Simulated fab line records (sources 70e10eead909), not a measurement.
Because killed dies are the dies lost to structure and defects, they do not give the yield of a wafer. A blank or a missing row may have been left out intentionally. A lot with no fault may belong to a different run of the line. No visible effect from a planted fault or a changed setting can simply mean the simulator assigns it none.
fab line records	flow nandHarc
record lots=24	wafers=72	lastDay=34
route steps=1302 shown A_CHANNEL_FILL_D1@507 A_DECK1_JOINT@543 A_ONON_D2@554 A_CHANNEL_HOLE_D2@583
lots that met no fault: from a run of the same line without faults
startH: hours from the record's first day to the start of the lot's first wafer shown	waitH: time in hours since the lot's previous step	" repeats the value in the row above	L1.1+2: a row that stands for several wafers	- either no value or no given start	* or withheld: withheld	< > ~ a bound
route shown NAME@n: NAME is a module with steps in the file, n the number in the route of the first one	usual: average and standard deviation across the fault-free wafers	same: alike in all rows	chamber/n: place in a boat	sites: readings site by site	_std_site: standard deviation of those values	_edge_site: mean of outer sites minus mean of inner sites	radiusMm: how far each site lies from the wafer's centre	mask NAME#n: copy n	behind: the tool/chamber that last shaped the wafer	hold: reason for holding the lot/hours on hold/outcome of the hold	device: the transistor (n, p or np) that didn't switch	end of line: at the end of the route, the tests of the same wafers	where a step has no rows: the recipe by itself	killed: dies lost to structure and defects at the first sort, not the wafer's yield	map: the dies of a wafer, with x for killed, . for not killed, _ for no die there
set.NAME: the setting as run; set.NAME@STEP: as run at that earlier step	model.NAME: the simulator's own value behind a step, which no gauge read
one table for each step of the route and one row for each wafer, over a sample of lots
services: the hour from which a tool's chamber was out of use, counted from the record's first day as startH (under 0 if before that day), plus the number of hours and why
## steps
# step NHARC_A_CHANNEL_FILL_D1_ALD_25
# recipe targetThkA=600	pulseTimeS=10	aldCycles=600	tempC=300	material=SiOx
# usual heaterPowerW=484/43	precursorPulseHeightRel=0.998/0.02
lot.wafer	tool	chamber	startH	waitH	heaterPowerW	precursorPulseHeightRel
L074.3	aldHk-01	0	230.46	0.1	469	1.007
L074.2	"	3	232.30	1.9	524	0.993
L074.6	"	0	"	"	476	0.995
L076.1	aldHk-01	0	250.56	0.7	466	1.008
L076.5	"	3	252.42	2.5	529	0.986
L076.6	"	0	"	"	459	0.999
L075.1	aldHk-02	1	250.56	0.7	499	0.994
L075.4	"	3	251.81	1.9	470	0.972
L075.6	"	1	253.07	3.2	482	0.995
L077.1	aldHk-02	1	257.04	1.3	500	1.022
L077.6	"	3	258.26	2.5	478	0.983
L077.5	"	0	"	"	534	0.975
L078.2	aldHk-01	0	266.04	0.7	470	0.994
L078.6	"	3	267.89	2.5	519	0.999
L078.5	"	0	"	"	470	0.977
L079.3	aldHk-01	3	269.13	3.8	527	1.007
L079.2	"	1	270.36	5.0	504	0.970
L079.6	"	0	272.20	6.8	460	1.001
L080.2	aldHk-02	3	284.04	0.7	466	1.000
L080.1	"	1	285.26	1.9	486	1.022
L080.6	"	2	"	"	403	1.041
L081.3	aldHk-03	3	307.97	1.3	389	1.005
L081.1	"	1	310.43	3.7	485	0.959
L081.5	"	2	311.66	5.0	472	1.002
L082.2	aldHk-02	0	307.97	1.3	548	1.017
L082.3	"	1	"	"	482	1.004
L082.6	"	3	309.82	3.1	470	1.028
L083.4	aldHk-02	1	310.44	3.7	492	0.964
L083.1	"	2	"	"	394	1.018
L083.6	"	2	313.51	6.8	400	0.982
L084.2	aldHk-03	0	332.19	1.3	486	1.033
L084.1	"	1	"	"	489	1.000
L084.6	"	3	334.03	3.1	399	1.017
L085.1	aldHk-03	1	345.96	0.1	498	1.021
L085.2	"	2	"	"	477	1.010
L085.3	"	0	347.80	1.9	483	0.993
L086.2	aldHk-01	3	357.09	0.7	534	0.992
L086.1	"	0	"	"	459	0.983
L086.5	"	3	359.57	3.2	552	1.019
L087.3	aldHk-03	3	359.00	2.6	412	1.004
L087.6	"	1	360.22	3.8	483	1.024
L087.5	"	2	"	"	472	1.007
L089.4	aldHk-01	0	368.07	0.1	454	0.990
L089.1	"	1	"	"	510	0.993
L089.2	"	3	369.89	1.9	549	0.984
L088.1	aldHk-02	2	369.32	1.3	375	0.993
L088.5	"	0	370.57	2.6	529	0.976
L088.6	"	1	"	"	486	0.973
L090.2	aldHk-03	1	390.33	1.3	499	1.004
L090.1	"	2	"	"	487	1.000
L090.5	"	0	392.19	3.1	479	1.005
L092.3	aldHk-02	3	398.66	0.0	473	1.005
L092.1	"	1	399.89	1.3	481	1.001
L092.4	"	2	"	"	383	0.988
L091.3	aldHk-01	1	399.27	0.7	518	0.978
L091.2	"	2	"	"	500	0.973
L091.5	"	1	401.70	3.1	514	1.001
L093.3	aldHk-01	1	411.29	0.1	509	0.963
L093.1	"	3	412.52	1.3	553	0.979
L093.4	"	0	"	"	464	1.019
L094.1	aldHk-01	2	426.64	0.1	511	0.995
L094.4	"	1	428.49	1.9	512	1.006
L094.5	"	3	429.73	3.1	564	1.005
L095.1	aldHk-03	3	439.64	0.7	428	1.000
L095.4	"	0	"	"	492	0.987
L095.5	"	2	441.50	2.5	499	1.043
L096.2	aldHk-01	2	452.44	0.1	495	0.990
L096.3	"	1	454.30	1.9	493	1.022
L096.6	"	2	"	"	510	0.970
L097.3	aldHk-01	2	459.49	0.1	502	0.992
L097.5	"	2	461.98	2.5	505	1.013
L097.6	"	3	"	"	540	1.001
# step NHARC_A_DECK1_JOINT_THK_MEAS_17
# recipe thkMeasGauge=ellipsometry
# usual thkNm=44.9/1.2
lot.wafer	tool	chamber	startH	waitH	thkNm
L074.2	filmMetro-01	-	277.86	0.3	43.8
L074.3	"	-	"	"	45.8
L074.6	"	-	"	"	47.0
L075.1	filmMetro-02	-	295.38	0.2	46.7
L075.4	"	-	"	"	46.7
L075.6	"	-	"	"	46.3
L076.1	filmMetro-01	-	295.38	0.3	45.4
L076.5	"	-	"	"	44.8
L076.6	"	-	"	"	44.7
L077.1	filmMetro-01	-	309.74	0.2	43.9
L077.5	"	-	"	"	46.0
L077.6	"	-	"	"	43.4
L079.2	filmMetro-02	-	313.71	0.2	44.3
L079.3	"	-	"	"	44.9
L079.6	"	-	"	"	43.6
L078.2	filmMetro-01	-	313.71	0.2	44.3
L078.5	"	-	"	"	47.2
L078.6	"	-	"	"	44.1
L080.1	filmMetro-01	-	334.18	0.2	45.4
L080.2	"	-	"	"	43.4
L080.6	"	-	"	"	45.0
L082.2	filmMetro-01	-	350.94	0.3	43.5
L082.3	"	-	"	"	44.3
L082.6	"	-	"	"	45.0
L081.1	filmMetro-02	-	358.50	0.2	43.4
L081.3	"	-	"	"	46.2
L081.5	"	-	"	"	43.8
L083.1	filmMetro-01	-	358.58	0.3	44.9
L083.4	"	-	"	"	45.9
L083.6	"	-	"	"	46.0
L084.1	filmMetro-01	-	377.00	0.3	43.8
L084.2	"	-	"	"	44.3
L084.6	"	-	"	"	45.4
L085.1	filmMetro-01	-	391.55	0.2	44.3
L085.2	"	-	"	"	43.6
L085.3	"	-	"	"	42.3
L087.3	filmMetro-01	-	404.61	0.2	45.5
L087.5	"	-	"	"	47.0
L087.6	"	-	"	"	44.9
L086.1	filmMetro-02	-	404.61	0.3	45.0
L086.2	"	-	"	"	44.6
L086.5	"	-	"	"	47.1
L089.1	filmMetro-02	-	420.36	0.3	45.9
L089.2	"	-	"	"	45.1
L089.4	"	-	"	"	45.4
L088.1	filmMetro-02	-	420.53	0.2	43.8
L088.5	"	-	"	"	46.8
L088.6	"	-	"	"	45.3
L090.1	filmMetro-02	-	432.24	0.3	44.3
L090.2	"	-	"	"	43.4
L090.5	"	-	"	"	45.1
L092.1	filmMetro-01	-	445.54	0.2	44.2
L092.3	"	-	"	"	43.8
L092.4	"	-	"	"	44.6
L091.2	filmMetro-02	-	445.54	0.2	45.3
L091.3	"	-	"	"	46.5
L091.5	"	-	"	"	46.4
L093.1	filmMetro-01	-	460.67	0.2	46.0
L093.3	"	-	"	"	44.2
L093.4	"	-	"	"	46.6
L094.1	filmMetro-02	-	472.92	0.3	46.4
L094.4	"	-	"	"	42.7
L094.5	"	-	"	"	45.6
L095.1	filmMetro-01	-	488.25	0.2	44.1
L095.4	"	-	"	"	44.4
L095.5	"	-	"	"	45.7
L096.2	filmMetro-02	-	504.13	0.3	43.6
L096.3	"	-	"	"	47.2
L096.6	"	-	"	"	45.5
L097.3	filmMetro-02	-	513.52	0.2	45.5
L097.5	"	-	"	"	44.2
L097.6	"	-	"	"	42.8
# step NHARC_A_ONON_D2_THK_MEAS_14
# recipe thkMeasGauge=ellipsometry
# usual thkNm=1001/12
lot.wafer	tool	chamber	startH	waitH	thkNm
L074.2	filmMetro-02	-	280.71	-	1023
L074.3	"	-	"	"	1024
L074.6	"	-	"	"	1022
L075.1	filmMetro-01	-	298.25	-	1013
L075.4	"	-	"	"	1013
L075.6	"	-	"	"	1012
L076.1	filmMetro-02	-	298.26	-	978
L076.5	"	-	"	"	977
L076.6	"	-	"	"	978
L077.1	filmMetro-01	-	312.61	-	1019
L077.5	"	-	"	"	1018
L077.6	"	-	"	"	1018
L079.2	filmMetro-02	-	316.59	-	986
L079.3	"	-	"	"	987
L079.6	"	-	"	"	987
L078.2	filmMetro-01	-	316.60	-	999
L078.5	"	-	"	"	999
L078.6	"	-	"	"	1000
L080.1	filmMetro-02	-	337.06	-	1003
L080.2	"	-	"	"	1004
L080.6	"	-	"	"	1002
L082.2	filmMetro-01	-	353.81	-	996
L082.3	"	-	"	"	995
L082.6	"	-	"	"	996
L081.1	filmMetro-02	-	361.37	-	1001
L081.3	"	-	"	"	1001
L081.5	"	-	"	"	1001
L083.1	filmMetro-02	-	361.46	-	1006
L083.4	"	-	"	"	1004
L083.6	"	-	"	"	1006
L084.1	filmMetro-01	-	379.91	-	985
L084.2	"	-	"	"	985
L084.6	"	-	"	"	985
L085.1	filmMetro-02	-	394.43	-	1010
L085.2	"	-	"	"	1010
L085.3	"	-	"	"	1009
L086.1	filmMetro-01	-	407.49	-	985
L086.2	"	-	"	"	987
L086.5	"	-	"	"	984
L087.3	filmMetro-02	-	407.49	-	1022
L087.5	"	-	"	"	1023
L087.6	"	-	"	"	1022
L089.1	filmMetro-02	-	423.26	-	991
L089.2	"	-	"	"	994
L089.4	"	-	"	"	992
L088.1	filmMetro-01	-	423.41	-	993
L088.5	"	-	"	"	994
L088.6	"	-	"	"	994
L090.1	filmMetro-01	-	435.12	-	998
L090.2	"	-	"	"	997
L090.5	"	-	"	"	996
L092.1	filmMetro-01	-	448.40	-	996
L092.3	"	-	"	"	997
L092.4	"	-	"	"	996
L091.2	filmMetro-02	-	448.44	-	995
L091.3	"	-	"	"	996
L091.5	"	-	"	"	997
L093.1	filmMetro-02	-	463.56	-	989
L093.3	"	-	"	"	991
L093.4	"	-	"	"	990
L094.1	filmMetro-01	-	475.82	-	1019
L094.4	"	-	"	"	1021
L094.5	"	-	"	"	1021
L095.1	filmMetro-01	-	491.16	-	1005
L095.4	"	-	"	"	1003
L095.5	"	-	"	"	1006
L096.2	filmMetro-02	-	507.00	-	1006
L096.3	"	-	"	"	1007
L096.6	"	-	"	"	1006
L097.3	filmMetro-02	-	516.40	-	1008
L097.5	"	-	"	"	1010
L097.6	"	-	"	"	1010
# step NHARC_A_CHANNEL_HOLE_D2_OVL_MEAS_11
# usual overlayXNm=0.0/1	overlayYNm=0.0/0.6
lot.wafer	tool	chamber	startH	waitH	overlayXNm	overlayYNm
L074.2	overlay-01	-	294.56	-	0.4	-0.2
L074.3	"	-	"	"	0.0	0.1
L074.6	"	-	"	"	0.4	-0.2
L076.1	overlay-01	-	315.63	-	-0.1	-0.3
L076.5	"	-	"	"	0.2	0.3
L076.6	"	-	"	"	0.6	-0.3
L075.1	overlay-02	-	316.20	-	1.0	0.2
L075.4	"	-	"	"	0.1	1.0
L075.6	"	-	"	"	0.9	0.1
L077.1	overlay-01	-	328.24	-	2.0	-0.8
L077.5	"	-	"	"	1.2	-0.9
L077.6	"	-	"	"	1.0	-0.7
L079.2	overlay-02	-	330.00	-	-0.2	-0.3
L079.3	"	-	"	"	-0.4	0.1
L079.6	"	-	"	"	0.5	-0.3
L078.2	overlay-01	-	330.18	-	0.9	0.2
L078.5	"	-	"	"	1.0	-0.2
L078.6	"	-	"	"	0.8	-0.1
L080.1	overlay-02	-	353.12	-	-0.8	-0.7
L080.2	"	-	"	"	-0.6	-0.3
L080.6	"	-	"	"	-0.8	-1.2
L082.2	overlay-01	-	368.40	-	-1.9	-0.1
L082.3	"	-	"	"	-2.3	-0.4
L082.6	"	-	"	"	-2.0	-0.8
L081.1	overlay-01	-	377.23	-	1.3	-1.4
L081.3	"	-	"	"	1.6	-1.4
L081.5	"	-	"	"	0.9	-1.4
L083.1	overlay-01	-	378.15	-	1.0	0.5
L083.4	"	-	"	"	0.5	0.4
L083.6	"	-	"	"	1.0	-0.4
L084.1	overlay-02	-	395.21	-	0.5	0.5
L084.2	"	-	"	"	1.0	0.8
L084.6	"	-	"	"	1.3	0.5
L085.1	overlay-02	-	411.53	-	-0.8	0.6
L085.2	"	-	"	"	-0.2	0.0
L085.3	"	-	"	"	-0.5	0.5
L087.3	overlay-01	-	422.72	-	-1.9	0.6
L087.5	"	-	"	"	-1.1	0.4
L087.6	"	-	"	"	-1.6	0.3
L086.1	overlay-01	-	423.50	-	0.9	-0.5
L086.2	"	-	"	"	0.3	0.0
L086.5	"	-	"	"	0.6	-0.7
L089.1	overlay-01	-	440.02	-	-0.2	-0.4
L089.2	"	-	"	"	-0.2	-0.2
L089.4	"	-	"	"	-0.1	-0.8
L088.1	overlay-01	-	442.04	-	-0.6	0.7
L088.5	"	-	"	"	-0.9	0.9
L088.6	"	-	"	"	-0.7	1.3
L090.1	overlay-01	-	448.76	-	1.7	0.4
L090.2	"	-	"	"	1.9	0.4
L090.5	"	-	"	"	1.5	0.4
L092.1	overlay-01	-	464.46	-	0.0	0.0
L092.3	"	-	"	"	-0.1	0.4
L092.4	"	-	"	"	-0.3	0.2
L091.2	overlay-02	-	465.00	-	-1.0	0.4
L091.3	"	-	"	"	-0.9	0.2
L091.5	"	-	"	"	-1.5	-0.3
L093.1	overlay-01	-	476.49	-	-1.4	0.7
L093.3	"	-	"	"	-1.1	0.3
L093.4	"	-	"	"	-1.6	-0.3
L094.1	overlay-01	-	490.33	-	-1.1	0.2
L094.4	"	-	"	"	-0.9	-0.1
L094.5	"	-	"	"	-0.2	0.4
L095.1	overlay-02	-	511.84	-	-0.9	0.3
L095.4	"	-	"	"	-0.7	0.8
L095.5	"	-	"	"	-1.4	0.1
L096.2	overlay-01	-	520.37	-	0.8	-0.6
L096.3	"	-	"	"	0.8	-0.9
L096.6	"	-	"	"	0.7	-0.1
L097.3	overlay-02	-	532.11	-	0.1	0.1
L097.5	"	-	"	"	0.1	0.1
L097.6	"	-	"	"	-0.1	0.7
# step NHARC_A_CHANNEL_HOLE_D2_ETCH_21
# recipe biasV=3000	sourceW=withheld	pressureMtorr=20	timeS=514.3	arFlowSccm=375	c4f8FlowSccm=89.3	o2FlowSccm=35.7	tempC=-20	targetDepthA=16000	chemistry=C4F8/O2/Ar
# usual drypumpMotorCurrentA=5.98/0.24	oesAirLineAu=0.998/0.02	showerheadPlenumPTorr=3.63/0.2	throttleValvePct=32.155/0.01
# same timeS=514.3
lot.wafer	tool	chamber	startH	waitH	drypumpMotorCurrentA	oesAirLineAu	rfHoursCounterH	showerheadPlenumPTorr	throttleValvePct
L074.2	harEtch-02	1	296.27	0.3	5.79	0.982	359	3.46	32.154
L074.3	"	1	"	"	5.77	0.973	-	3.46	32.150
L074.6	"	1	"	"	5.79	1.005	-	3.46	32.160
L076.1	harEtch-01	1	317.65	0.3	6.23	1.005	165	3.47	32.142
L076.6	"	1	"	"	6.24	1.013	-	3.47	32.149
L076.5	"	0	"	"	6.21	1.008	-	3.60	32.147
L075.1	harEtch-02	1	321.42	0.3	5.81	0.963	370	3.46	32.158
L075.4	"	0	"	"	5.72	1.024	-	3.48	32.158
L075.6	"	0	"	"	5.71	1.021	-	3.48	32.164
L077.1	harEtch-01	0	330.75	0.3	6.19	0.967	173	3.59	32.161
L077.6	"	0	"	"	6.20	1.005	-	3.59	32.153
L077.5	"	1	"	"	6.24	0.983	-	3.47	32.148
L079.2	harEtch-02	0	331.70	0.3	5.72	0.992	378	3.47	32.151
L079.3	"	1	"	"	5.80	0.999	-	3.45	32.134
L079.6	"	1	"	"	5.80	0.985	-	3.45	32.156
L078.2	harEtch-01	0	334.92	0.3	6.24	0.987	177	3.59	32.163
L078.5	"	0	"	"	6.24	1.016	-	3.59	32.165
L078.6	"	1	"	"	6.27	0.993	-	3.47	32.150
L080.1	harEtch-02	1	354.81	0.3	5.78	0.986	389	3.45	32.157
L080.2	"	0	"	"	5.70	1.027	389	3.47	32.146
L080.6	"	1	"	"	5.79	1.007	-	3.45	32.171
L082.2	harEtch-01	0	370.10	0.3	6.21	0.973	196	3.58	32.152
L082.3	"	1	"	"	6.23	1.014	-	3.46	32.154
L082.6	"	0	"	"	6.23	0.997	-	3.58	32.155
L081.1	harEtch-02	1	379.02	0.3	5.79	1.001	405	3.44	32.155
L081.3	"	0	"	"	5.73	1.018	-	3.46	32.162
L081.5	"	0	"	"	5.71	1.015	-	3.46	32.171
L083.1	harEtch-01	0	381.07	0.3	6.21	0.983	203	3.58	32.157
L083.4	"	1	"	"	6.21	1.024	-	3.45	32.145
L083.6	"	1	"	"	6.23	1.058	-	3.45	32.159
L084.1	harEtch-02	1	400.09	0.3	5.82	1.001	0	3.93	32.154
L084.2	"	0	"	"	5.73	0.987	0	3.93	32.136
L084.6	"	1	"	"	5.81	0.995	-	3.93	32.143
L085.1	harEtch-01	1	413.24	0.3	6.22	0.977	226	3.44	32.159
L085.2	"	0	"	"	6.22	1.020	226	3.56	32.160
L085.3	"	0	"	"	6.28	1.019	-	3.56	32.151
L087.3	harEtch-01	0	425.55	0.3	6.21	1.002	-	3.56	32.147
L087.5	"	1	"	"	6.26	1.042	-	3.44	32.140
L087.6	"	0	"	"	6.19	1.005	-	3.56	32.160
L086.1	harEtch-02	0	427.06	0.3	5.70	0.979	19	3.92	32.137
L086.2	"	1	"	"	5.81	0.957	19	3.92	32.147
L086.5	"	0	"	"	5.72	1.021	-	3.92	32.140
L089.2	harEtch-02	1	441.73	0.3	5.80	1.001	23	3.92	32.151
L089.1	"	0	"	"	5.72	1.001	23	3.92	32.151
L089.4	"	0	"	"	5.71	1.013	-	3.92	32.143
L088.1	harEtch-01	1	444.46	0.3	6.28	0.962	246	3.43	32.140
L088.5	"	0	"	"	6.21	0.975	-	3.55	32.143
L088.6	"	1	"	"	6.24	0.968	-	3.43	32.155
L090.2	harEtch-02	1	450.47	0.3	5.76	1.018	31	3.92	32.164
L090.1	"	0	"	"	5.73	1.000	31	3.92	32.153
L090.5	"	1	"	"	5.77	1.012	-	3.92	32.150
L092.1	harEtch-01	0	467.79	0.3	6.23	1.015	257	3.55	32.143
L092.4	"	0	"	"	6.23	0.993	-	3.55	32.150
L092.3	"	1	"	"	6.27	0.985	-	3.43	32.148
L091.2	harEtch-02	0	468.53	0.3	5.69	1.035	42	3.91	32.152
L091.3	"	0	"	"	5.72	1.005	-	3.91	32.154
L091.5	"	0	"	"	5.72	1.008	-	3.91	32.159
L093.1	harEtch-02	1	478.27	0.3	5.81	1.006	50	3.91	32.151
L093.3	"	0	"	"	5.72	0.995	-	3.90	32.158
L093.4	"	1	"	"	5.80	0.999	-	3.90	32.138
L094.1	harEtch-02	0	492.76	0.3	5.73	1.002	62	3.90	32.160
L094.4	"	0	"	"	5.73	1.017	-	3.90	32.175
L094.5	"	1	"	"	5.80	0.968	-	3.90	32.143
L095.1	harEtch-02	1	516.45	0.3	5.80	1.007	69	3.89	32.160
L095.4	"	1	"	"	5.80	1.017	-	3.89	32.159
L095.5	"	0	"	"	5.70	1.044	-	3.89	32.158
L096.2	harEtch-01	0	522.14	0.3	6.24	0.976	287	3.53	32.145
L096.3	"	0	"	"	6.22	0.970	-	3.53	32.147
L096.6	"	1	"	"	6.24	1.027	-	3.41	32.153
L097.3	harEtch-01	0	536.06	0.3	6.24	0.953	-	3.53	32.164
L097.5	"	1	"	"	6.24	0.988	-	3.41	32.143
L097.6	"	0	"	"	6.19	0.972	-	3.53	32.158
# step NHARC_A_CHANNEL_HOLE_D2_XSEM_32
# recipe landingEnergyEv=35000
# usual botCdNm=74.8/1.2	bowNm=8.64/0.26	tiltDeg=0.08/0.043
# same landingEnergyEv=35000
lot.wafer	tool	chamber	startH	waitH	botCdNm	bowNm	tiltDeg
L074.2	xsem-01	0	301.44	0.1	75.8	8.50	0.04
L074.3	"	0	"	"	72.6	8.50	0.04
L074.6	"	0	"	"	74.6	8.48	0.04
L076.1	xsem-02	0	322.85	0.1	75.5	8.54	0.01
L076.5	"	0	"	"	73.5	8.52	0.01
L076.6	"	0	"	"	75.8	8.57	0.01
L075.1	xsem-01	0	326.53	0.1	73.9	8.50	0.01
L075.4	"	0	"	"	74.5	8.53	0.01
L075.6	"	0	"	"	74.9	8.53	0.01
L077.1	xsem-02	0	335.94	0.1	73.9	8.92	0.06
L077.5	"	0	"	"	73.4	8.97	0.06
L077.6	"	0	"	"	73.7	8.90	0.06
L079.2	xsem-01	0	336.86	0.1	76.8	8.25	0.04
L079.3	"	0	"	"	72.4	8.29	0.05
L079.6	"	0	"	"	73.3	8.33	0.04
L078.2	xsem-02	0	340.08	0.1	74.8	8.70	0.13
L078.5	"	0	"	"	73.6	8.71	0.13
L078.6	"	0	"	"	74.6	8.61	0.13
L080.1	xsem-02	0	360.08	0.1	74.1	8.75	0.15
L080.2	"	0	"	"	73.9	8.86	0.16
L080.6	"	0	"	"	73.1	8.80	0.15
L082.2	xsem-02	0	375.31	0.1	71.6	8.37	0.08
L082.3	"	0	"	"	74.9	8.38	0.08
L082.6	"	0	"	"	75.2	8.40	0.08
L081.1	xsem-02	0	384.12	0.1	74.8	8.34	0.04
L081.3	"	0	"	"	75.6	8.32	0.04
L081.5	"	0	"	"	74.5	8.38	0.04
L083.1	xsem-02	0	386.14	0.1	74.8	8.31	0.03
L083.4	"	0	"	"	75.4	8.34	0.03
L083.6	"	0	"	"	74.4	8.37	0.03
L084.1	xsem-01	0	405.28	0.1	73.0	8.48	0.16
L084.2	"	0	"	"	74.3	8.50	0.16
L084.6	"	0	"	"	75.2	8.59	0.16
L085.1	xsem-01	0	418.58	0.1	76.6	9.11	0.12
L085.2	"	0	"	"	75.1	9.09	0.12
L085.3	"	0	"	"	75.8	9.05	0.12
L087.3	xsem-02	0	430.66	0.1	75.2	8.95	0.15
L087.5	"	0	"	"	74.7	9.08	0.15
L087.6	"	0	"	"	75.6	9.02	0.15
L086.1	xsem-01	0	432.40	0.1	73.4	8.54	0.04
L086.2	"	0	"	"	74.9	8.49	0.04
L086.5	"	0	"	"	72.4	8.51	0.03
L089.1	xsem-01	0	446.92	0.1	73.6	8.10	0.08
L089.2	"	0	"	"	74.2	8.05	0.08
L089.4	"	0	"	"	72.9	8.17	0.08
L088.1	xsem-02	0	449.55	0.1	74.8	8.43	0.08
L088.5	"	0	"	"	73.4	8.41	0.08
L088.6	"	0	"	"	76.7	8.52	0.08
L090.1	xsem-02	0	455.67	0.1	75.1	9.06	0.10
L090.2	"	0	"	"	76.1	8.92	0.10
L090.5	"	0	"	"	75.5	9.02	0.10
L092.1	xsem-01	0	472.96	0.1	73.4	8.73	0.07
L092.3	"	0	"	"	74.3	8.67	0.08
L092.4	"	0	"	"	73.6	8.63	0.08
L091.2	xsem-02	0	473.65	0.1	74.4	8.76	0.06
L091.3	"	0	"	"	75.8	8.75	0.06
L091.5	"	0	"	"	73.8	8.74	0.06
L093.1	xsem-02	0	483.37	0.1	76.2	8.75	0.09
L093.3	"	0	"	"	76.0	8.73	0.10
L093.4	"	0	"	"	75.4	8.74	0.09
L094.1	xsem-01	0	497.83	0.1	74.6	8.86	0.02
L094.4	"	0	"	"	74.1	8.92	0.02
L094.5	"	0	"	"	73.2	8.91	0.02
L095.1	xsem-02	0	521.63	0.1	75.6	8.57	0.10
L095.4	"	0	"	"	75.4	8.69	0.10
L095.5	"	0	"	"	76.0	8.66	0.10
L096.2	xsem-01	0	527.27	0.1	73.8	8.91	0.07
L096.3	"	0	"	"	76.5	8.98	0.07
L096.6	"	0	"	"	76.8	9.01	0.07
L097.3	xsem-02	0	541.01	0.1	74.2	8.78	0.05
L097.5	"	0	"	"	75.5	8.82	0.05
L097.6	"	0	"	"	76.4	8.84	0.06
## services
tool	chamber	startH	hours	kind
aldHk-03	-	212.05	10.0	pm
aldHk-03	-	227.75	0.8	repair
aldHk-03	-	251.42	0.7	repair
harEtch-01	-	284.24	5.7	repair
aldHk-01	-	303.98	10.0	pm
aldHk-01	0	303.98	10.0	ventCycle
aldHk-01	1	303.98	10.0	ventCycle
aldHk-01	2	303.98	10.0	ventCycle
aldHk-01	3	303.98	10.0	ventCycle
aldHk-01	0	313.98	-	clean
aldHk-01	1	313.98	-	clean
aldHk-02	-	351.03	10.0	pm
xsem-01	-	374.00	14.0	pm
harEtch-02	-	382.67	17.0	pm
harEtch-02	0	382.67	17.0	ventCycle
harEtch-02	1	382.67	17.0	ventCycle
harEtch-02	0	399.67	-	clean
harEtch-02	0	399.67	-	consumableReplace:esc
harEtch-02	0	399.67	-	consumableReplace:focusRing
harEtch-02	0	399.67	-	consumableReplace:showerhead
harEtch-02	1	399.67	-	clean
harEtch-02	1	399.67	-	consumableReplace:focusRing
harEtch-02	1	399.67	-	consumableReplace:showerhead
aldHk-01	-	482.07	10.0	pm
## key
fault none
